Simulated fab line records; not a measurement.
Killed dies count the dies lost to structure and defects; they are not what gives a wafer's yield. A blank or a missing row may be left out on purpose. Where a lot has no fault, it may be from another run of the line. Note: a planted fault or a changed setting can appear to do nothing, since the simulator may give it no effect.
Matching of chambers + flow n5 finfet + N5_BEOL_M2_ETCH_69 on rie diel-04 has 4 sister chambers
The step etches SiARC in CF4, target depth 15.6 nm, time 26 s. 4 wafers are shown with their chamber, then 8 later ones without.

== WAFERS, EACH WITH ITS CHAMBER ==
| wafer  | chamber | etch rf on time s (s) |
|--------|---------|-----------------------|
| L078.1 | 1       | 25.1                  |
| L084.1 | 3       | 26.0                  |
| L085.4 | 2       | 27.1                  |
| L087.1 | 0       | 25.9                  |

== WAFERS MISSING THEIR CHAMBER ==
| wafer  | etch rf on time s (s) |
|--------|-----------------------|
| L087.4 | 26.2                  |
| L087.5 | 24.9                  |
| L091.2 | 25.0                  |
| L091.3 | 26.3                  |
| L091.6 | 25.0                  |
| L096.1 | 24.5                  |
| L096.3 | 25.3                  |
| L096.5 | 26.0                  |

== THE CHAMBER EACH PASSED THROUGH ==
| wafer  | from the rows above          | in truth |
|--------|------------------------------|----------|
| L087.4 | can't be placed: 3 or 0      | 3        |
| L087.5 | 1                            | 1        |
| L091.2 | 1                            | 1        |
| L091.3 | can't be placed: 3 or 0 or 2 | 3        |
| L091.6 | 1                            | 1        |
| L096.1 | 1                            | 1        |
| L096.3 | can't be placed: 1 or 0 or 3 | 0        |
| L096.5 | can't be placed: 3 or 0      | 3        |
4 of 8 placed correctly. Unplaceable from these rows: 4, with the true chamber sitting among the candidates in 4. Wrongly placed: 0.
How it was worked out, from the rows above alone: a wafer's distance from a chamber is the root of the sum, over the readings, of the square of ((its reading less the chamber's mean) divided by the reading's scatter). The wafer belongs to the nearest chamber; if the next one is less than 2 further off, it can't be placed. The mean given for a chamber averages the wafers shown for that chamber. The scatter: root of mean squared gap, hidden wafer to nearest shown wafer, with one shown wafer a chamber.
